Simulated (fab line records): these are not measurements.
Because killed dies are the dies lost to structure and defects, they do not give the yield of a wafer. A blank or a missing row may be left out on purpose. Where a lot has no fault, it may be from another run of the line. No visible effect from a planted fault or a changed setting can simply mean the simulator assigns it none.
Split-lot experiment / flow n5_finfet / on a route of 1938 steps: 7 lots, 21 wafers read

SPLIT DETAILS
At N5_PASSIVATION_ETCH_15 (etches SiCN in CF4/N2, target depth 75 nm, time 81.2 s), the setting bias_w was moved away from the recipe's 70 W on 7 of the 21 wafers read, by -16.3% to +6.4%. The other wafers ran this setting at the recipe's value.

The reading is taken at the split's own step.

THE READING
rf_vpp_V, in V, at N5_PASSIVATION_ETCH_15 (etches SiCN in CF4/N2, target depth 75 nm, time 81.2 s). Typical for fault-free wafers on this fab line: 382.1 V, with standard deviation 2.1 V.

wafer=L083.1; tool, chamber at the split=rie_diel-05, 1; bias_w as run, W=74.45; against the recipe=+6.4%; rf_vpp_V, V=395.6; against lot-mates on the recipe=+14.3
wafer=L083.3; tool, chamber at the split=rie_diel-05, 2; bias_w as run, W=70; against the recipe=recipe; rf_vpp_V, V=381.3; against lot-mates on the recipe=-
wafer=L083.5; tool, chamber at the split=rie_diel-05, 1; bias_w as run, W=74.45; against the recipe=+6.4%; rf_vpp_V, V=395.9; against lot-mates on the recipe=+14.6
wafer=L080.2; tool, chamber at the split=rie_diel-05, 0; bias_w as run, W=70; against the recipe=recipe; rf_vpp_V, V=381.8; against lot-mates on the recipe=-
wafer=L080.4; tool, chamber at the split=rie_diel-05, 0; bias_w as run, W=70; against the recipe=recipe; rf_vpp_V, V=382.4; against lot-mates on the recipe=-
wafer=L080.5; tool, chamber at the split=rie_diel-05, 3; bias_w as run, W=70; against the recipe=recipe; rf_vpp_V, V=379.0; against lot-mates on the recipe=-
wafer=L079.1; tool, chamber at the split=rie_diel-01, 0; bias_w as run, W=70; against the recipe=recipe; rf_vpp_V, V=382.7; against lot-mates on the recipe=-
wafer=L079.3; tool, chamber at the split=rie_diel-01, 3; bias_w as run, W=61.19; against the recipe=-12.6%; rf_vpp_V, V=352.5; against lot-mates on the recipe=-30.4
wafer=L079.4; tool, chamber at the split=rie_diel-01, 3; bias_w as run, W=70; against the recipe=recipe; rf_vpp_V, V=383.2; against lot-mates on the recipe=-
wafer=L082.1; tool, chamber at the split=rie_diel-05, 0; bias_w as run, W=61.37; against the recipe=-12.3%; rf_vpp_V, V=351.5; against lot-mates on the recipe=no lot-mate on the recipe
wafer=L082.5; tool, chamber at the split=rie_diel-05, 3; bias_w as run, W=61.37; against the recipe=-12.3%; rf_vpp_V, V=350.8; against lot-mates on the recipe=no lot-mate on the recipe
wafer=L082.6; tool, chamber at the split=rie_diel-05, 2; bias_w as run, W=61.37; against the recipe=-12.3%; rf_vpp_V, V=352.2; against lot-mates on the recipe=no lot-mate on the recipe
wafer=L094.3; tool, chamber at the split=rie_diel-06, 2; bias_w as run, W=70; against the recipe=recipe; rf_vpp_V, V=380.9; against lot-mates on the recipe=-
wafer=L094.4; tool, chamber at the split=rie_diel-06, 1; bias_w as run, W=58.58; against the recipe=-16.3%; rf_vpp_V, V=345.5; against lot-mates on the recipe=-37.0
wafer=L094.6; tool, chamber at the split=rie_diel-06, 3; bias_w as run, W=70; against the recipe=recipe; rf_vpp_V, V=384.2; against lot-mates on the recipe=-
wafer=L092.2; tool, chamber at the split=rie_diel-05, 2; bias_w as run, W=70; against the recipe=recipe; rf_vpp_V, V=380.6; against lot-mates on the recipe=-
wafer=L092.4; tool, chamber at the split=rie_diel-05, 1; bias_w as run, W=70; against the recipe=recipe; rf_vpp_V, V=378.0; against lot-mates on the recipe=-
wafer=L092.5; tool, chamber at the split=rie_diel-05, 3; bias_w as run, W=70; against the recipe=recipe; rf_vpp_V, V=382.0; against lot-mates on the recipe=-
wafer=L096.1; tool, chamber at the split=rie_diel-05, 1; bias_w as run, W=70; against the recipe=recipe; rf_vpp_V, V=386.4; against lot-mates on the recipe=-
wafer=L096.4; tool, chamber at the split=rie_diel-05, 2; bias_w as run, W=70; against the recipe=recipe; rf_vpp_V, V=380.3; against lot-mates on the recipe=-
wafer=L096.6; tool, chamber at the split=rie_diel-05, 2; bias_w as run, W=70; against the recipe=recipe; rf_vpp_V, V=379.3; against lot-mates on the recipe=-

FIT RESULTS
A straight line over all 21 wafers: rf_vpp_V changes by +2.33 V for each +1% of bias_w; r = +0.99; the points scatter about the line by 2 V.
The same after taking each lot's own level away (the mean of its wafers on the recipe; 18 wafers): +2.32 V for each +1%; r = +0.99; scatter 1.8 V.
On that fit, the largest move of bias_w shifts the reading by 38 V.
From 380.20 to 382.95 V: that is the span of the lots' own levels, equal to 1.3 times the standard deviation above.
The two slopes agree, so the slope changes little with the lot-to-lot level.
Check: -38.8 V against its lot-mates is what the line predicts for one of the wafers moved furthest among these (-16.3%) when that wafer is left out of the fit. It came out at -37 V against them.
Tool readings at the split's step, against how far the setting was moved: rf_vpp_V r = +0.99.

FURTHER SPLITS ON THESE WAFERS
Other splits were also applied to these wafers ahead of the reading. Each is held against what the fit with the lots' levels taken away leaves over:
other split on the same wafers=N5_BEOL_M15_ETCH_61 time_s; wafers away from the commonest value=7; r with rf_vpp_V (lot level and that fit taken away)=+0.03
other split on the same wafers=N5_PASSIVATION_EXPOSE_07 dose_mj; wafers away from the commonest value=7; r with rf_vpp_V (lot level and that fit taken away)=+0.05

FILE'S OWN FIT
rf_vpp_V changes by +2.32 V for each +1% of bias_w, r = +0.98.
